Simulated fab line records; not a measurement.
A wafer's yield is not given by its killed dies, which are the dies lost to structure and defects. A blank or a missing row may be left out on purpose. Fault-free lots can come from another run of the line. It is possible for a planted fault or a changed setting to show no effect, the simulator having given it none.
Which tool is to blame? ; flow nand-harc ; at 1 step of a route of 1159, 13 lots with 39 wafers sampled

WHAT EACH GAUGE READ, for each wafer
NHARC_P_BONDPAD_THK_MEAS_20: measures by xrf. Usual: thk-nm at 160.5 nm, with a standard deviation of 1.5.
lot;measured;on;thk-nm (nm);flag
L264;day 6 01:31;film-metro-02;163.0 161.6 160.8;
L265;day 6 23:38;film-metro-01;161.4 161.3 159.4;
L266;day 7 00:43;film-metro-01;161.7 161.0 159.5;
L268;day 7 08:56;film-metro-02;162.5 159.4 160.1;
L272;day 8 07:11;film-metro-01;160.5 161.2 162.6;
L274;day 8 16:05;film-metro-01;161.2 162.8 162.5;
L277;day 10 09:10;film-metro-02;162.8 162.2 161.1;
L282;day 10 23:22;film-metro-01;157.2 158.6 160.6;
L284;day 11 08:25;film-metro-02;160.3 161.3 158.3;
L283;day 11 13:04;film-metro-01;159.5 158.3 159.6;
L285;day 11 18:09;film-metro-01;159.8 159.8 159.1;
L286;day 11 20:10;film-metro-02;161.9 160.2 158.5;
L287;day 12 13:42;film-metro-02;162.6 159.3 159.4;

TOOL THAT RAN EACH LOT (tool first, then ch and the chambers of the sampled wafers, then the start)
Record: no process step prior to these readings.

WHAT THE TOOLS THEMSELVES READ (means of the sampled wafers that have a number; where no wafer has one, the mark that the record gives instead)
The record holds no such reading with a usual standard deviation.

THE ANSWER, worked out from the rows above alone
Rule: lot off if the mean of its wafers having a number is beyond 3 standard deviations from the usual mean. Also off: a lot with no number at a reading for which 4 or more lots have one. Where the step has rows for the other lots, those lots are counted as sound. After the gauges, taken in route order, come the tools' own readings; for these a lot's mean is taken, as printed above. At the first step where some lot is off, the reading lying furthest off is the one used; lots without a number count as furthest.
No lot is off on any of the readings shown, so nothing can be concluded from this.

WHAT THE SIMULATOR PUT IN
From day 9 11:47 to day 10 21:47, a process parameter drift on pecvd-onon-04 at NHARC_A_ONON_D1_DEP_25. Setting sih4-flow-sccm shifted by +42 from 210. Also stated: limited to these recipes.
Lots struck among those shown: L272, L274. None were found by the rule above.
